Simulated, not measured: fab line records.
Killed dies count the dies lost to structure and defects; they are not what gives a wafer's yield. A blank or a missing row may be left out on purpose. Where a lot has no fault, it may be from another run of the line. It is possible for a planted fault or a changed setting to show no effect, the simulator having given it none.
Chamber matching | flow n5-finfet | rie-diel-05 running N5_BEOL_M0_ETCH_138: 4 sister chambers
The step etches SiCN in CH3F/O2, target depth 12 nm, time 31.6 s. 8 wafers are shown with their chamber, then 10 later ones without.

== EACH WAFER AND ITS CHAMBER ==
wafer  | chamber | throttle-valve-pct (%) | showerhead-plenum-p-Torr (Torr)
L081.3 | 2       | 16.52                  | 2.05
L081.6 | 1       | 15.88                  | 1.99
L082.5 | 0       | 16.13                  | 2.07
L083.1 | 1       | 15.88                  | 1.98
L083.3 | 3       | 16.74                  | 1.98
L083.4 | 2       | 16.54                  | 2.04
L089.2 | 3       | 16.75                  | 1.97
L089.3 | 0       | 16.18                  | 2.06

== WAFERS WHOSE CHAMBER IS MISSING ==
wafer  | throttle-valve-pct (%) | showerhead-plenum-p-Torr (Torr)
L089.4 | 16.16                  | 2.06
L090.1 | 15.92                  | 1.98
L090.3 | 16.11                  | 2.04
L090.4 | 15.92                  | 1.98
L091.3 | 16.10                  | 2.04
L091.4 | 15.90                  | 1.98
L091.5 | 16.12                  | 2.04
L093.1 | 15.95                  | 1.98
L093.4 | 16.29                  | 1.97
L093.5 | 16.28                  | 1.97

== EACH ONE'S CHAMBER ==
wafer  | from the rows above     | in truth
L089.4 | 0                       | 0
L090.1 | 1                       | 1
L090.3 | 0                       | 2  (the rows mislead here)
L090.4 | 1                       | 1
L091.3 | 0                       | 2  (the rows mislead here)
L091.4 | 1                       | 1
L091.5 | 0                       | 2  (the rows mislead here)
L093.1 | 1                       | 1
L093.4 | can't be placed: 0 or 2 | 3
L093.5 | can't be placed: 0 or 2 | 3
Correctly placed: 5 of 10. These rows do not allow placing 2 (true chamber among the candidates in 0). 3 placed wrongly.
How it was worked out, from the rows above alone: a wafer's distance from a chamber is the root of the sum, over the readings, of the square of ((its reading less the chamber's mean) divided by the reading's scatter). If the next closest chamber is less than 2 further off than the closest, the wafer can't be placed; otherwise it belongs to the closest. Each chamber's mean is taken over the wafers shown for it. The scatter is the square root of a quotient: the sum, over the shown wafers, of each reading's squared deviation from its chamber's mean, divided by wafers minus chambers.
